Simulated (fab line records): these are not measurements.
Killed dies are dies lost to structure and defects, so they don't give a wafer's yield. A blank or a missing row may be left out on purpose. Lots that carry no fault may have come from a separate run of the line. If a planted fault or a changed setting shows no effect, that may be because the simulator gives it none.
8D (eight disciplines) problem report, filled in by code :: flow n5-finfet :: the parts of the form that need people (team, actions taken, sign-off) are left out

## 1. PROBLEM STATEMENT
plate-temp-C at N5_BEOL_M14_COAT_65 reads a mean of 255.52 C on 6 wafers of 2 lots; wafers without a fault read 249.99 C with a standard deviation of 0.17. Measured from the usual mean, that is +33 standard deviations.
The step: time 60 s, resist thk 450 nm.
Seen first at day 16 14:43 on litho-track-01, wafer L528.4. The record has a number at this step for 33 wafers belonging to 11 lots. The rule behind "out" and "out of limits": a value lying over 4 standard deviations away from the usual mean. Any other wafer with a number is counted as sound.

## 2. WHAT IT IS, AND WHAT IT ISN'T
question: which readings at this step
is: plate-temp-C, heater-power-total-W
is not: spin-speed-rpm

question: which lots
is: L525, L528
is not: L514, L515, L517, L521, L532, L533, L534, L535, L537

question: which wafers of those lots
is: all that have a number
is not: -

question: read on which tools
is: litho-track-01
is not: litho-track-04, litho-track-05

question: when
is: from day 16 14:43
is not: up to then (12 sound wafers); but 15 sound wafers of L532, L533, L534, L535, L537 came after

## 3. WHAT RULES OUT EACH SUSPECT
Counting: a tool at any process step up to the reading remains a suspect when it ran all the lots that are out and ran no sound lot after the first of those.
- litho-track-01 at N5_BEOL_M14_COAT_65 (time 60 s, resist thk 450 nm): ruled out as a lasting fault. The sound lots L537 went through it after L528, its earliest lot that is out (day 16 14:43).
Left after counting: nothing in the record.

## 4. THE CAUSE (what the simulator had put in)
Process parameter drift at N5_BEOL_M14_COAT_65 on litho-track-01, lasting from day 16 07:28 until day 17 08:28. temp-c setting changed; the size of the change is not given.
Counting ruled it out, wrongly.

## 5. THE CHAIN OF EFFECTS, in route order
Each row: a reading where the mean over the struck wafers with a number is more than 3 standard deviations away from the usual. Readings are gone through only where the record gives a usual standard deviation; hours: the median, over the lots, of the time from a lot's start at the first step in this table giving one to that lot's start at this step; sigmas: the change measured in usual standard deviations.
hours: 0
step: N5_BEOL_M14_COAT_65
reading: heater-power-total-W
usual: 500.6 W
on struck wafers: 515.1
change: +14.5
sigmas: +8.1

hours: 0
step: N5_BEOL_M14_COAT_65
reading: plate-temp-C
usual: 249.99 C
on struck wafers: 255.52
change: +5.53
sigmas: +33
Its process steps:
- N5_BEOL_M14_COAT_65: time 60 s, resist thk 450 nm.

## 6. WHAT WOULD HAVE CAUGHT IT SOONER
In this record no reading fell out of limits until day 16 14:43, 7 hours after the fault had begun at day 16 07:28.
